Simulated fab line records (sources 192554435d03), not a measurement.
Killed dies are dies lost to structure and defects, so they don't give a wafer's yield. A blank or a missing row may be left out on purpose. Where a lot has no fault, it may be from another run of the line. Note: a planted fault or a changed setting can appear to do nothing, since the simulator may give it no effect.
fab line records + flow n5Finfet + part 2 of 2: steps 5 to 6 of 6
record:
- lots: 21
- wafers: 63
- lastDay: 18
route steps=1938 shown MOL_CONTACT_COAG@587 BEOL_M0_SAQP@634
lots that met no fault: taken from a fault-free run of the same line
startH: the number of hours between the record's first day and the start of the first shown wafer of the lot + waitH: hours elapsed since this lot's preceding step + " same as the row above + L1.1+2: a single row standing in for several wafers + - either no value or no given start + * or withheld: withheld + < > ~ a bound
route shown NAME@n: names a module that has steps shown in the file, with the first one's number in the route + usual: mean and standard deviation over wafers with no fault + same: alike in all rows + chamber/n: place in a boat + sites: each site's reading + _std_site: their standard deviation + _edge_site: outer sites' mean less inner sites' + radiusMm: how far each site lies from the wafer's centre + mask NAME#n: copy n + behind: the most recent tool/chamber to have shaped the wafer + hold: what put the lot on hold/how long, in hours/how the hold closed + device: the n, p or np transistor that did not switch + end of line: the tests these same wafers got at the end of their route + a step with no rows: only its recipe + killed: not the wafer's yield, but the dies lost to structure and defects at the first sort + map: shows each die of a wafer: x if killed, . if not, _ if none is there
set.NAME: the setting as run; set.NAME@STEP: as run at that earlier step + model.NAME: the simulator's own value behind a step, which no gauge read
route steps across a sampled set of lots; one table per step, one row per wafer
services: when a tool's chamber went out of use (startH, in hours from the record's first day, below 0 if earlier), for how many hours, and the reason
== steps ==
step: N5_BEOL_M0_SAQP_SPACER1_ETCHBACK_99
recipe:
- chemistry: CHF3/O2
- mode: anisotropicEtchback
- target: SiO2
- targetDepthA: 154
- timeS: 7.7
- pressureMtorr: 30
- sourceW: 650
- biasW: 170
- Ar_flow_sccm: 200
- CHF3_flow_sccm: 50
- O2_flow_sccm: 5
- ionEnergyEv: 200
usual:
- biasW: 170.0/0.54
- drypumpMotorCurrentA: 5.7/0.6
- oesProductAu: 0.81/0.099
- rfVppV: 528/11
- showerheadPlenumPTorr: 2.39/0.065
- throttleValvePct: 18.89/0.28
| lot.wafer | tool       | chamber | startH | waitH | biasW | drypumpMotorCurrentA | oesProductAu | rfHoursCounterH | rfVppV | showerheadPlenumPTorr | throttleValvePct |
|-----------|------------|---------|--------|-------|-------|----------------------|--------------|-----------------|--------|-----------------------|------------------|
| L074.1    | rieDiel-04 | 3       | 117.50 | 0.3   | 169.0 | 6.6                  | 0.74         | 167             | 532    | 2.30                  | 19.15            |
| L074.4    | "          | 3       | "      | "     | 168.8 | 6.6                  | 0.74         | -               | 534    | 2.30                  | 19.14            |
| L074.5    | "          | 1       | "      | "     | 169.9 | 6.5                  | 0.81         | -               | 537    | 2.45                  | 18.93            |
| L075.4    | rieDiel-03 | 1       | 121.48 | 0.4   | 170.3 | 5.3                  | 0.77         | 156             | 534    | 2.43                  | 18.81            |
| L075.5    | "          | 3       | "      | "     | 169.0 | 6.2                  | 0.74         | -               | 539    | 2.51                  | 18.91            |
| L075.6    | "          | 2       | "      | "     | 169.8 | 5.5                  | 0.70         | -               | 535    | 2.30                  | 19.08            |
| L076.2    | rieDiel-01 | 1       | 125.25 | 0.3   | 171.0 | 5.2                  | 0.73         | 191             | 512    | 2.37                  | 19.15            |
| L076.3    | "          | 3       | "      | "     | 170.6 | 6.4                  | 0.89         | 39              | 530    | 2.37                  | 18.78            |
| L076.4    | "          | 1       | "      | "     | 170.3 | 5.2                  | 0.72         | -               | 510    | 2.37                  | 19.15            |
| L077.1    | rieDiel-04 | 0       | 129.06 | 0.3   | 169.6 | 5.7                  | 0.68         | 231             | 523    | 2.47                  | 19.47            |
| L077.2    | "          | 1       | "      | "     | 170.2 | 6.5                  | 0.81         | 93              | 536    | 2.45                  | 18.95            |
| L077.4    | "          | 2       | "      | "     | 170.3 | 5.7                  | 0.93         | 3               | 552    | 2.49                  | 19.02            |
| L079.1    | rieDiel-01 | 3       | 140.15 | 0.3   | 170.3 | 6.3                  | 0.89         | 44              | 529    | 2.37                  | 18.79            |
| L079.3    | "          | 1       | "      | "     | 169.8 | 5.2                  | 0.72         | 196             | 512    | 2.37                  | 19.16            |
| L079.6    | "          | 0       | "      | "     | 170.5 | 4.8                  | 0.92         | -               | 516    | 2.45                  | 18.69            |
| L080.3    | rieDiel-01 | 0       | 144.76 | 0.3   | 169.7 | 4.7                  | 0.91         | 34              | 516    | 2.45                  | 18.69            |
| L080.4    | "          | 2       | "      | "     | 169.9 | 6.1                  | 1.00         | 4               | 523    | 2.35                  | 18.39            |
| L080.5    | "          | 2       | "      | "     | 170.3 | 6.1                  | 1.01         | -               | 521    | 2.35                  | 18.37            |
| L081.2    | rieDiel-01 | 3       | 153.51 | 0.4   | 169.7 | 6.4                  | 0.88         | 48              | 530    | 2.37                  | 18.80            |
| L081.3    | "          | 0       | "      | "     | 169.8 | 4.7                  | 0.91         | 36              | 517    | 2.45                  | 18.68            |
| L081.5    | "          | 1       | "      | "     | 169.7 | 5.2                  | 0.72         | -               | 510    | 2.37                  | 19.15            |
| L082.3    | rieDiel-01 | 1       | 153.74 | 0.3   | 170.6 | 5.2                  | 0.72         | 199             | 511    | 2.37                  | 19.17            |
| L082.4    | "          | 2       | "      | "     | 170.1 | 6.1                  | 1.00         | 6               | 521    | 2.35                  | 18.40            |
| L082.5    | "          | 2       | "      | "     | 169.6 | 6.1                  | 1.00         | -               | 521    | 2.35                  | 18.40            |
| L083.2    | rieDiel-04 | 3       | 163.87 | 0.3   | 169.2 | 6.6                  | 0.72         | 182             | 532    | 2.30                  | 19.17            |
| L083.5    | "          | 2       | "      | "     | 170.3 | 5.7                  | 0.90         | -               | 551    | 2.49                  | 19.04            |
| L083.6    | "          | 3       | "      | "     | 170.5 | 6.6                  | 0.73         | -               | 532    | 2.30                  | 19.16            |
| L084.2    | rieDiel-03 | 1       | 168.88 | 0.3   | 170.0 | 5.3                  | 0.77         | 167             | 533    | 2.42                  | 18.83            |
| L084.3    | "          | 3       | "      | "     | 170.5 | 6.2                  | 0.72         | 199             | 540    | 2.50                  | 18.93            |
| L084.6    | "          | 2       | "      | "     | 169.2 | 5.5                  | 0.70         | -               | 533    | 2.30                  | 19.14            |
| L085.2    | rieDiel-03 | 0       | 177.30 | 0.3   | 170.4 | 5.0                  | 0.85         | 66              | 528    | 2.43                  | 18.42            |
| L085.5    | "          | 2       | "      | "     | 170.1 | 5.5                  | 0.69         | -               | 535    | 2.29                  | 19.13            |
| L085.6    | "          | 3       | "      | "     | 169.3 | 6.3                  | 0.72         | -               | 539    | 2.50                  | 18.93            |
| L088.1    | rieDiel-01 | 2       | 194.92 | 0.3   | 170.0 | 6.1                  | 0.95         | 19              | 522    | 2.35                  | 18.42            |
| L088.3    | "          | 3       | "      | "     | 168.9 | 6.4                  | 0.87         | 60              | 529    | 2.37                  | 18.81            |
| L088.4    | "          | 0       | "      | "     | 170.7 | 4.7                  | 0.88         | 49              | 516    | 2.44                  | 18.73            |
| L090.2    | rieDiel-04 | 3       | 203.81 | 0.3   | 169.7 | 6.6                  | 0.72         | 195             | 533    | 2.29                  | 19.19            |
| L090.3    | "          | 1       | "      | "     | 170.6 | 6.5                  | 0.78         | 112             | 536    | 2.44                  | 18.98            |
| L090.5    | "          | 1       | "      | "     | 170.3 | 6.5                  | 0.78         | -               | 537    | 2.44                  | 18.96            |
| L089.1    | rieDiel-01 | 0       | 206.74 | 0.3   | 169.9 | 4.8                  | 0.88         | 52              | 516    | 2.44                  | 18.73            |
| L089.4    | "          | 2       | "      | "     | 169.9 | 6.1                  | 0.94         | 24              | 522    | 2.35                  | 18.40            |
| L089.5    | "          | 1       | "      | "     | 170.3 | 5.2                  | 0.70         | -               | 511    | 2.36                  | 19.18            |
| L091.2    | rieDiel-03 | 0       | 209.97 | 0.3   | 169.5 | 5.1                  | 0.85         | 76              | 530    | 2.43                  | 18.44            |
| L091.3    | "          | 2       | "      | "     | 169.2 | 5.5                  | 0.68         | 233             | 534    | 2.29                  | 19.14            |
| L091.6    | "          | 2       | "      | "     | 170.5 | 5.5                  | 0.68         | -               | 536    | 2.29                  | 19.14            |
| L092.1    | rieDiel-01 | 0       | 217.27 | 0.3   | 170.1 | 4.8                  | 0.87         | 56              | 516    | 2.44                  | 18.74            |
| L092.2    | "          | 3       | "      | "     | 169.7 | 6.4                  | 0.86         | 68              | 529    | 2.36                  | 18.82            |
| L092.3    | "          | 2       | "      | "     | 169.2 | 6.1                  | 0.94         | 28              | 522    | 2.35                  | 18.42            |
| L093.3    | rieDiel-03 | 0       | 221.89 | 0.3   | 169.8 | 5.1                  | 0.85         | 78              | 528    | 2.43                  | 18.43            |
| L093.4    | "          | 1       | "      | "     | 170.2 | 5.3                  | 0.75         | 182             | 534    | 2.42                  | 18.86            |
| L093.6    | "          | 2       | "      | "     | 170.3 | 5.5                  | 0.68         | -               | 534    | 2.29                  | 19.15            |
| L094.1    | rieDiel-03 | 2       | 230.32 | 0.3   | 168.9 | 5.5                  | 0.67         | 239             | 535    | 2.29                  | 19.15            |
| L094.5    | "          | 1       | "      | "     | 169.8 | 5.3                  | 0.74         | -               | 535    | 2.42                  | 18.85            |
| L094.6    | "          | 2       | "      | "     | 169.0 | 5.5                  | 0.68         | -               | 535    | 2.29                  | 19.15            |
| L095.2    | rieDiel-01 | 3       | 233.60 | 0.3   | 170.3 | 6.3                  | 0.87         | 73              | 530    | 2.36                  | 18.84            |
| L095.3    | "          | 2       | "      | "     | 170.3 | 6.1                  | 0.93         | 33              | 521    | 2.34                  | 18.44            |
| L095.4    | "          | 1       | "      | "     | 170.0 | 5.2                  | 0.70         | 226             | 512    | 2.36                  | 19.21            |
| L096.2    | rieDiel-01 | 2       | 240.39 | 0.4   | 169.8 | 6.1                  | 0.92         | 35              | 521    | 2.34                  | 18.43            |
| L096.4    | "          | 3       | "      | "     | 169.1 | 6.4                  | 0.84         | -               | 528    | 2.36                  | 18.86            |
| L096.6    | "          | 0       | "      | "     | 170.4 | 4.7                  | 0.86         | -               | 515    | 2.44                  | 18.75            |
| L097.3    | rieDiel-04 | 3       | 244.32 | 0.3   | 170.0 | 6.6                  | 0.70         | 210             | 533    | 2.29                  | 19.21            |
| L097.5    | "          | 0       | "      | "     | 169.9 | 5.7                  | 0.95         | -               | 524    | 2.46                  | 19.09            |
| L097.6    | "          | 1       | "      | "     | 170.4 | 6.5                  | 0.77         | -               | 536    | 2.43                  | 19.00            |
step: N5_BEOL_M0_SAQP_ETCH_106
recipe:
- chemistry: N2/H2
- target: SOC
- targetDepthA: 1500
- stopOn: SiNx
- ionEnergyEv: 100
- biasW: 61
- pressureMtorr: 30
- sourceW: 850
- n2FlowSccm: 200
- h2FlowSccm: 200
usual:
- biasW: 61.01/0.2
- drypumpMotorCurrentA: 5.7/0.61
- oesProductAu: 0.80/0.093
- rfVppV: 240.5/1.2
- showerheadPlenumPTorr: 2.53/0.065
- throttleValvePct: 17.79/0.29
| lot.wafer | tool       | chamber | startH | waitH | biasW | drypumpMotorCurrentA | oesProductAu | rfHoursCounterH | rfVppV | showerheadPlenumPTorr | throttleValvePct |
|-----------|------------|---------|--------|-------|-------|----------------------|--------------|-----------------|--------|-----------------------|------------------|
| L074.1    | rieDiel-01 | 1       | 118.41 | -     | 61.50 | 5.2                  | 0.72         | 187             | 239.6  | 2.52                  | 18.11            |
| L074.4    | "          | 0       | "      | "     | 60.89 | 4.8                  | 0.91         | -               | 240.9  | 2.58                  | 17.49            |
| L074.5    | "          | 3       | "      | "     | 60.96 | 6.4                  | 0.89         | -               | 237.9  | 2.49                  | 17.60            |
| L075.4    | rieDiel-04 | 1       | 122.52 | -     | 60.83 | 6.5                  | 0.79         | 91              | 241.5  | 2.56                  | 17.76            |
| L075.5    | "          | 3       | "      | "     | 60.92 | 6.7                  | 0.73         | -               | 237.3  | 2.44                  | 18.09            |
| L075.6    | "          | 0       | "      | "     | 60.82 | 5.7                  | 0.68         | -               | 241.9  | 2.63                  | 18.42            |
| L076.2    | rieDiel-01 | 3       | 126.49 | -     | 60.94 | 6.3                  | 0.89         | 40              | 240.2  | 2.49                  | 17.63            |
| L076.3    | "          | 1       | "      | "     | 60.79 | 5.2                  | 0.72         | 191             | 239.3  | 2.52                  | 18.11            |
| L076.4    | "          | 3       | "      | "     | 61.27 | 6.3                  | 0.89         | -               | 239.9  | 2.49                  | 17.61            |
| L077.1    | rieDiel-04 | 2       | 129.96 | -     | 60.93 | 5.7                  | 0.91         | 4               | 240.3  | 2.62                  | 18.01            |
| L077.2    | "          | 3       | "      | "     | 61.24 | 6.6                  | 0.73         | 170             | 239.1  | 2.44                  | 18.10            |
| L077.4    | "          | 0       | "      | "     | 60.84 | 5.8                  | 0.67         | -               | 241.3  | 2.62                  | 18.42            |
| L079.1    | rieDiel-01 | 0       | 141.10 | -     | 60.66 | 4.8                  | 0.89         | 33              | 242.3  | 2.58                  | 17.50            |
| L079.3    | "          | 1       | "      | "     | 60.71 | 5.2                  | 0.71         | 196             | 241.3  | 2.52                  | 18.14            |
| L079.6    | "          | 0       | "      | "     | 60.49 | 4.8                  | 0.89         | -               | 240.9  | 2.58                  | 17.51            |
| L080.3    | rieDiel-01 | 3       | 145.67 | -     | 61.15 | 6.4                  | 0.87         | 46              | 239.7  | 2.49                  | 17.62            |
| L080.4    | "          | 1       | "      | "     | 60.95 | 5.2                  | 0.72         | 198             | 240.7  | 2.52                  | 18.14            |
| L080.5    | "          | 3       | "      | "     | 60.99 | 6.4                  | 0.87         | -               | 240.5  | 2.49                  | 17.63            |
| L081.2    | rieDiel-04 | 0       | 154.52 | -     | 60.76 | 5.7                  | 0.66         | 237             | 243.6  | 2.62                  | 18.45            |
| L081.3    | "          | 3       | "      | "     | 61.20 | 6.6                  | 0.73         | 180             | 238.6  | 2.43                  | 18.11            |
| L081.5    | "          | 1       | "      | "     | 60.97 | 6.5                  | 0.78         | -               | 242.1  | 2.55                  | 17.78            |
| L082.3    | rieDiel-01 | 2       | 154.79 | -     | 61.26 | 6.1                  | 0.97         | 7               | 240.1  | 2.51                  | 17.45            |
| L082.4    | "          | 1       | "      | "     | 60.55 | 5.2                  | 0.70         | 200             | 240.1  | 2.52                  | 18.12            |
| L082.5    | "          | 0       | "      | "     | 61.23 | 4.7                  | 0.89         | -               | 241.4  | 2.58                  | 17.52            |
| L083.2    | rieDiel-04 | 2       | 164.85 | -     | 61.12 | 5.7                  | 0.88         | 15              | 241.9  | 2.62                  | 18.03            |
| L083.5    | "          | 1       | "      | "     | 61.22 | 6.6                  | 0.79         | -               | 243.0  | 2.55                  | 17.78            |
| L083.6    | "          | 2       | "      | "     | 61.08 | 5.7                  | 0.88         | -               | 240.1  | 2.62                  | 18.02            |
| L084.2    | rieDiel-03 | 3       | 169.84 | -     | 60.98 | 6.2                  | 0.72         | 199             | 241.4  | 2.62                  | 17.67            |
| L084.3    | "          | 2       | "      | "     | 60.99 | 5.5                  | 0.68         | 221             | 238.3  | 2.40                  | 17.97            |
| L084.6    | "          | 1       | "      | "     | 61.49 | 5.3                  | 0.75         | -               | 241.1  | 2.54                  | 17.70            |
| L085.2    | rieDiel-04 | 1       | 178.27 | -     | 60.86 | 6.6                  | 0.78         | 105             | 240.7  | 2.55                  | 17.78            |
| L085.5    | "          | 1       | "      | "     | 60.75 | 6.5                  | 0.78         | -               | 240.1  | 2.55                  | 17.78            |
| L085.6    | "          | 0       | "      | "     | 60.71 | 5.7                  | 0.67         | -               | 242.0  | 2.62                  | 18.45            |
| L088.1    | rieDiel-03 | 3       | 195.99 | -     | 61.37 | 6.2                  | 0.71         | 207             | 240.8  | 2.62                  | 17.71            |
| L088.3    | "          | 2       | "      | "     | 61.09 | 5.5                  | 0.67         | 228             | 239.2  | 2.40                  | 17.99            |
| L088.4    | "          | 0       | "      | "     | 61.46 | 5.0                  | 0.84         | 72              | 239.9  | 2.57                  | 17.37            |
| L090.2    | rieDiel-01 | 3       | 204.86 | -     | 61.00 | 6.4                  | 0.86         | 63              | 238.4  | 2.48                  | 17.66            |
| L090.3    | "          | 0       | "      | "     | 61.24 | 4.8                  | 0.86         | 52              | 241.2  | 2.57                  | 17.54            |
| L090.5    | "          | 2       | "      | "     | 60.69 | 6.2                  | 0.92         | -               | 240.2  | 2.51                  | 17.48            |
| L089.1    | rieDiel-01 | 1       | 207.65 | -     | 61.00 | 5.2                  | 0.70         | 217             | 241.6  | 2.51                  | 18.19            |
| L089.4    | "          | 3       | "      | "     | 60.99 | 6.4                  | 0.85         | 64              | 239.7  | 2.48                  | 17.64            |
| L089.5    | "          | 1       | "      | "     | 61.09 | 5.2                  | 0.70         | -               | 240.7  | 2.51                  | 18.18            |
| L091.2    | rieDiel-01 | 1       | 210.87 | -     | 60.74 | 5.2                  | 0.69         | 218             | 239.6  | 2.51                  | 18.16            |
| L091.3    | "          | 3       | "      | "     | 60.57 | 6.4                  | 0.85         | 65              | 240.5  | 2.48                  | 17.66            |
| L091.6    | "          | 2       | "      | "     | 61.02 | 6.1                  | 0.91         | -               | 240.3  | 2.51                  | 17.49            |
| L092.1    | rieDiel-03 | 3       | 218.25 | -     | 60.97 | 6.3                  | 0.71         | 213             | 242.6  | 2.61                  | 17.69            |
| L092.2    | "          | 0       | "      | "     | 61.25 | 5.0                  | 0.83         | 78              | 240.8  | 2.57                  | 17.38            |
| L092.3    | "          | 2       | "      | "     | 61.04 | 5.5                  | 0.67         | 235             | 239.6  | 2.40                  | 17.98            |
| L093.3    | rieDiel-01 | 1       | 222.81 | -     | 61.07 | 5.2                  | 0.69         | 223             | 240.0  | 2.51                  | 18.19            |
| L093.4    | "          | 2       | "      | "     | 61.33 | 6.2                  | 0.92         | 30              | 240.0  | 2.51                  | 17.51            |
| L093.6    | "          | 0       | "      | "     | 60.86 | 4.8                  | 0.86         | -               | 241.8  | 2.57                  | 17.55            |
| L094.1    | rieDiel-01 | 1       | 231.54 | -     | 61.09 | 5.2                  | 0.69         | 225             | 239.9  | 2.51                  | 18.18            |
| L094.5    | "          | 2       | "      | "     | 60.98 | 6.1                  | 0.90         | -               | 240.9  | 2.50                  | 17.49            |
| L094.6    | "          | 1       | "      | "     | 60.81 | 5.2                  | 0.70         | -               | 239.7  | 2.51                  | 18.18            |
| L095.2    | rieDiel-03 | 3       | 234.65 | -     | 60.97 | 6.3                  | 0.70         | 218             | 241.6  | 2.61                  | 17.72            |
| L095.3    | "          | 0       | "      | "     | 61.02 | 5.0                  | 0.83         | 82              | 242.0  | 2.57                  | 17.39            |
| L095.4    | "          | 1       | "      | "     | 61.01 | 5.3                  | 0.73         | 186             | 240.4  | 2.53                  | 17.71            |
| L096.2    | rieDiel-03 | 0       | 241.51 | -     | 60.98 | 5.0                  | 0.83         | 85              | 242.2  | 2.57                  | 17.39            |
| L096.4    | "          | 3       | "      | "     | 60.88 | 6.2                  | 0.70         | 221             | 242.4  | 2.61                  | 17.71            |
| L096.6    | "          | 3       | "      | "     | 60.92 | 6.3                  | 0.70         | -               | 240.5  | 2.61                  | 17.70            |
| L097.3    | rieDiel-01 | 3       | 245.31 | -     | 60.88 | 6.4                  | 0.84         | 77              | 240.3  | 2.47                  | 17.67            |
| L097.5    | "          | 3       | "      | "     | 61.18 | 6.4                  | 0.84         | -               | 239.2  | 2.47                  | 17.67            |
| L097.6    | "          | 2       | "      | "     | 61.14 | 6.1                  | 0.90         | -               | 239.0  | 2.50                  | 17.51            |
== services ==
| tool           | chamber | startH | hours | kind                         |
|----------------|---------|--------|-------|------------------------------|
| rieDiel-03     | 0       | 86.86  | 11.8  | repair                       |
| plasmaAsher-02 | -       | 88.29  | 2.8   | pm                           |
| rieDiel-06     | 2       | 89.66  | 4.8   | repair                       |
| pvdSputter-03  | -       | 89.85  | 2.2   | repair                       |
| rieDiel-03     | 3       | 95.85  | 18.6  | repair                       |
| rieDiel-01     | 2       | 107.64 | -     | clean                        |
| rieDiel-01     | 2       | 107.64 | -     | consumableReplace:focusRing  |
| rieDiel-01     | 2       | 107.64 | 24.5  | scheduledDown                |
| rieDiel-01     | 2       | 107.64 | 24.5  | ventCycle                    |
| rieDiel-02     | 0       | 126.72 | 16.1  | repair                       |
| rieDiel-04     | 1       | 129.49 | 9.0   | repair                       |
| rieDiel-04     | 0       | 130.52 | 10.4  | repair                       |
| rieDiel-04     | 1       | 139.52 | 4.0   | repair                       |
| rieDiel-06     | 1       | 151.02 | -     | clean                        |
| rieDiel-06     | 1       | 151.02 | -     | consumableReplace:focusRing  |
| rieDiel-06     | 1       | 151.02 | -     | consumableReplace:showerhead |
| rieDiel-05     | 1       | 162.15 | 36.3  | repair                       |
| plasmaAsher-01 | -       | 191.35 | 14.6  | pm                           |
| rieDiel-06     | 2       | 197.89 | 1.5   | repair                       |
| rieDiel-02     | 1       | 198.27 | 1.6   | repair                       |
| rieDiel-06     | 0       | 220.63 | 6.6   | repair                       |
| rieDiel-04     | 1       | 221.30 | 13.8  | repair                       |
| rieDiel-02     | -       | 229.71 | 0.5   | repair                       |
| rieDiel-01     | 1       | 240.27 | 4.0   | repair                       |
